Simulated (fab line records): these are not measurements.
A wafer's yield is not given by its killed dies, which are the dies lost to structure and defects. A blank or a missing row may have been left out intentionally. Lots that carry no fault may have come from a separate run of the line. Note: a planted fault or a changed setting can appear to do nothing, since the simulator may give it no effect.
Lot-split experiment -- flow n5 finfet -- 21 wafers read across 7 lots, on a route 1938 steps long

THE SPLIT ITSELF
At N5_BEOL_M14_ILD_DEP_00 (deposits SiO2 from TEOS/O2, target thk 1119.3 nm, time 237.4 s), the setting time s was moved away from the recipe's 237.4 s on 7 of the 21 wafers read, by -6.8% to -4.9%. This setting was run at the recipe's value on the other wafers.

There is no step in the file separating the split from the reading.

THE READING
M14_ILD_THK, in nm, at N5_BEOL_M14_THK_MEAS_01. On this fab line, fault-free wafers typically give 1120 nm with a standard deviation of 15 nm.

wafer,"tool, chamber at the split","time s as run, s",against the recipe,"M14_ILD_THK, nm",against lot-mates on the recipe
L077.1,"pecvd-04, 1",222.8,-6.1%,1053,-78
L077.5,"pecvd-04, 2",222.8,-6.1%,1067,-64
L077.6,"pecvd-04, 1",237.4,recipe,1131,-
L074.1,"pecvd-01, 2",237.4,recipe,1115,-
L074.3,"pecvd-01, 1",237.4,recipe,1135,-
L074.4,"pecvd-01, 2",237.4,recipe,1136,-
L079.3,"pecvd-01, 2",237.4,recipe,1116,-
L079.4,"pecvd-01, 2",237.4,recipe,1135,-
L079.5,"pecvd-01, 1",221.7,-6.6%,1084,-42
L083.1,"pecvd-01, 2",225.8,-4.9%,1053,-101
L083.2,"pecvd-01, 0",225.8,-4.9%,1068,-86
L083.4,"pecvd-01, 0",237.4,recipe,1154,-
L091.2,"pecvd-01, 1",237.4,recipe,1141,-
L091.5,"pecvd-01, 0",237.4,recipe,1134,-
L091.6,"pecvd-01, 2",237.4,recipe,1125,-
L092.2,"pecvd-04, 2",237.4,recipe,1114,-
L092.3,"pecvd-04, 2",237.4,recipe,1142,-
L092.4,"pecvd-04, 0",237.4,recipe,1138,-
L094.1,"pecvd-01, 0",221.3,-6.8%,1029,-76
L094.3,"pecvd-01, 1",221.3,-6.8%,1023,-82
L094.6,"pecvd-01, 0",237.4,recipe,1105,-

FIT RESULTS
A straight line over all 21 wafers: M14_ILD_THK changes by +12.5 nm for each +1% of time s; r = +0.92; the points scatter about the line by 16 nm.
The same after taking each lot's own level away (the mean of its wafers on the recipe; 21 wafers): +11.9 nm for each +1%; r = +0.91; scatter 16 nm.
According to that fit, moving time s by its largest amount changes the reading by 81 nm.
Across the lots, their own levels run from 1105.0 to 1154.0 nm, a range of 3.3 times the standard deviation given above.
Hence the lot-to-lot level has little effect on the slope; both slopes agree.
Check: -83.1 nm against its lot-mates is what the line predicts for one of the wafers moved furthest among these (-6.8%) when that wafer is left out of the fit. Against them it came out at -76 nm.

THE WHOLE CHAIN: every reading that the file lists as answering this split, in the file's order
step,what it does,reading,change (the file's fit),r (the file's)
N5_BEOL_M14_ILD_DEP_00,"deposits SiO2 from TEOS/O2, target thk 1119.3 nm, time 237.4 s","SiO2_of_BEOL_M14_ILD_DEP_00.thk nm (the simulator's own value, which no gauge read)",+11.2 nm for each +1% of the setting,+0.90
N5_BEOL_M14_THK_MEAS_01,,M14_ILD_THK,+11.3 for each +1% of the setting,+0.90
N5_BEOL_M14_VIA_ETCH_16,"etches SiO2 in C4F8/O2/Ar, target depth 1231.3 nm","etch.depth nm (the simulator's own value, which no gauge read)",+11.2 nm for each +1% of the setting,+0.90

THE FILE'S OWN FIT
M14_ILD_THK changes by +11.3 nm for each +1% of time s, r = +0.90.
